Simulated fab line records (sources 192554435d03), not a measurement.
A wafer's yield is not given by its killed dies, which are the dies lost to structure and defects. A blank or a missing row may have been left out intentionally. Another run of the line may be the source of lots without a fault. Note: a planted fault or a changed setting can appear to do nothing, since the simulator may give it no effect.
Matching of chambers :: flow n5Finfet :: N5_BEOL_M10_DEP_56 on pecvd-04 has 3 sister chambers
The step deposits SiCN from 3MS/NH3, target thk 15 nm, time 26.5 s. 3 wafers are shown with their chamber, then 8 later ones without.

== EACH WAFER AND ITS CHAMBER ==
wafer: L079.6
chamber: 1
showerheadVppV (V): 945

wafer: L080.2
chamber: 0
showerheadVppV (V): 875

wafer: L082.1
chamber: 2
showerheadVppV (V): 867

== WAFERS WHOSE CHAMBER IS MISSING ==
wafer: L082.2
showerheadVppV (V): 852

wafer: L082.6
showerheadVppV (V): 930

wafer: L089.3
showerheadVppV (V): 931

wafer: L089.4
showerheadVppV (V): 858

wafer: L089.6
showerheadVppV (V): 858

wafer: L093.1
showerheadVppV (V): 862

wafer: L093.5
showerheadVppV (V): 921

wafer: L093.6
showerheadVppV (V): 853

== WHICH CHAMBER EACH WENT THROUGH ==
wafer: L082.2
from the rows above: can't be placed: 2 or 0
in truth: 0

wafer: L082.6
from the rows above: 1
in truth: 1

wafer: L089.3
from the rows above: 1
in truth: 1

wafer: L089.4
from the rows above: can't be placed: 2 or 0
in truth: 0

wafer: L089.6
from the rows above: can't be placed: 2 or 0
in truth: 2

wafer: L093.1
from the rows above: can't be placed: 2 or 0
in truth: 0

wafer: L093.5
from the rows above: can't be placed: 1 or 0
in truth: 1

wafer: L093.6
from the rows above: can't be placed: 2 or 0
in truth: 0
Correctly placed: 2 of 8. Not placeable from these rows: 6 (in 6, the candidates include the true chamber). Wrongly placed: 0.
How it was worked out, from the rows above alone: a wafer's distance from a chamber is the root of the sum, over the readings, of the square of ((its reading less the chamber's mean) divided by the reading's scatter). The wafer belongs to the nearest chamber; if the next one is less than 2 further off, it can't be placed. Each chamber's mean is taken over the wafers shown for it. The scatter (one wafer shown for each chamber): square how far every hidden wafer sits from the nearest shown wafer, average those squares and take the square root.
